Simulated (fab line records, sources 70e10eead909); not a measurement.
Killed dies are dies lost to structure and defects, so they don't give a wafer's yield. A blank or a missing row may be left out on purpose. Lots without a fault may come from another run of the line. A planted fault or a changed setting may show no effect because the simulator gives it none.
Which tool did it? | flow nand_harc | 7 lots, 21 wafers sampled, at 5 steps of a route of 1302

WHAT THE GAUGES READ, wafer by wafer
NHARC_A_SOURCE_PLATE_THK_MEAS_06: measures by ellipsometry.
lot  | measured     | on            | thk_nm (nm)
L129 | day 8 02:51  | film_metro-02 | 198.3 196.6 199.8
L132 | day 9 06:27  | film_metro-02 | 199.9 200.9 199.9
L134 | day 10 04:25 | film_metro-01 | 202.1 199.6 201.7
L136 | day 11 02:20 | film_metro-02 | 201.9 200.5 201.0
L139 | day 12 02:43 | film_metro-02 | 49.6 50.6 49.9
L148 | day 15 21:28 | film_metro-02 | 198.2 198.8 198.3
L151 | day 17 10:55 | film_metro-01 | 198.0 198.1 197.3

WHICH TOOL RAN EACH LOT (tool, then ch and the chambers of the sampled wafers, then the start)
lot  | NHARC_P_BONDPAD_PVD_17                  | NHARC_P_BONDPAD_PVD_27                  | NHARC_A_ZERO_WELL_ETCH_19        | NHARC_A_SOURCE_PLATE_CVD_03
L129 | pvd_sputter-01, day 7 04:23 or earlier  | pvd_sputter-01, day 7 04:23 or earlier  | rie_diel-02 ch 2,3, day 7 04:23  | lpcvd_poly-02 ch 0, day 7 15:43
L132 | pvd_sputter-02, day 8 06:56 or earlier  | pvd_sputter-02, day 8 06:56 or earlier  | rie_diel-13 ch 1,3, day 8 06:56  | lpcvd_poly-02 ch 0, day 8 19:53
L134 | pvd_sputter-02, day 9 03:52 or earlier  | pvd_sputter-02, day 9 03:52 or earlier  | rie_diel-02 ch 2,3, day 9 03:52  | lpcvd_poly-01 ch 0, day 9 15:14
L136 | pvd_sputter-03, day 10 06:22 or earlier | pvd_sputter-03, day 10 06:22 or earlier | rie_diel-09 ch 1,3, day 10 06:22 | lpcvd_poly-04 ch 0, day 10 15:54
L139 | pvd_sputter-01, day 11 05:38 or earlier | pvd_sputter-01, day 11 05:38 or earlier | rie_diel-02 ch 0,3, day 11 05:38 | lpcvd_poly-02, day 11 16:42
L148 | pvd_sputter-02, day 15 00:02 or earlier | pvd_sputter-02, day 15 00:02 or earlier | rie_diel-02 ch 0,1, day 15 00:02 | lpcvd_poly-01 ch 0, day 15 11:04
L151 | pvd_sputter-02, day 16 08:46 or earlier | pvd_sputter-02, day 16 08:46 or earlier | rie_diel-02 ch 2,3, day 16 08:46 | lpcvd_poly-01 ch 0, day 16 21:25
- NHARC_P_BONDPAD_PVD_17: deposits TaN, target thk 5 nm, time 8.06 s.
- NHARC_P_BONDPAD_PVD_27: deposits Cu, target thk 30 nm, time 20.49 s.
- NHARC_A_ZERO_WELL_ETCH_19: etches the open film in N2/H2, target depth 80 nm, overetch 24 nm, time 87.88 s.
- NHARC_A_SOURCE_PLATE_CVD_03: deposits poly-Si, target thk 200 nm, time 4000 s.

THE ANSWER, worked out from the rows above alone
Rule: what is usual is taken from the lots themselves. Put in order of their means at a reading, lots are off if they are a third of the lots or fewer, leave a main group of 4 or more, and stand apart from it by a gap of 3 or more times the standard deviation of the main group's means; of several such gaps the widest counts. A main group whose means are all the same, to the digits that the tables above print for the reading, isn't used. A lot without any number at a reading at which 4 lots or more have one is off too. The other lots that the step has rows for count as sound.
Off: L139, at NHARC_A_SOURCE_PLATE_THK_MEAS_06 (thk_nm). The main group: mean 199.5 nm, standard deviation 1.4.
A tool fits if, at a process step before that reading, it ran every lot that is off, and no sound lot after the first of them. The gauges at NHARC_A_SOURCE_PLATE_THK_MEAS_06 are tried like those tools. NHARC_P_BONDPAD_PVD_17 gives no start for some lots, so the hours and the order of its lots are those of NHARC_A_ZERO_WELL_ETCH_19. NHARC_P_BONDPAD_PVD_27 gives no start for some lots, so the hours and the order of its lots are those of NHARC_A_ZERO_WELL_ETCH_19. Can't be told from this: 2 tools fit, pvd_sputter-01 at NHARC_P_BONDPAD_PVD_17 and NHARC_P_BONDPAD_PVD_27, lpcvd_poly-02 at NHARC_A_SOURCE_PLATE_CVD_03.

WHAT THE SIMULATOR HAD PUT IN
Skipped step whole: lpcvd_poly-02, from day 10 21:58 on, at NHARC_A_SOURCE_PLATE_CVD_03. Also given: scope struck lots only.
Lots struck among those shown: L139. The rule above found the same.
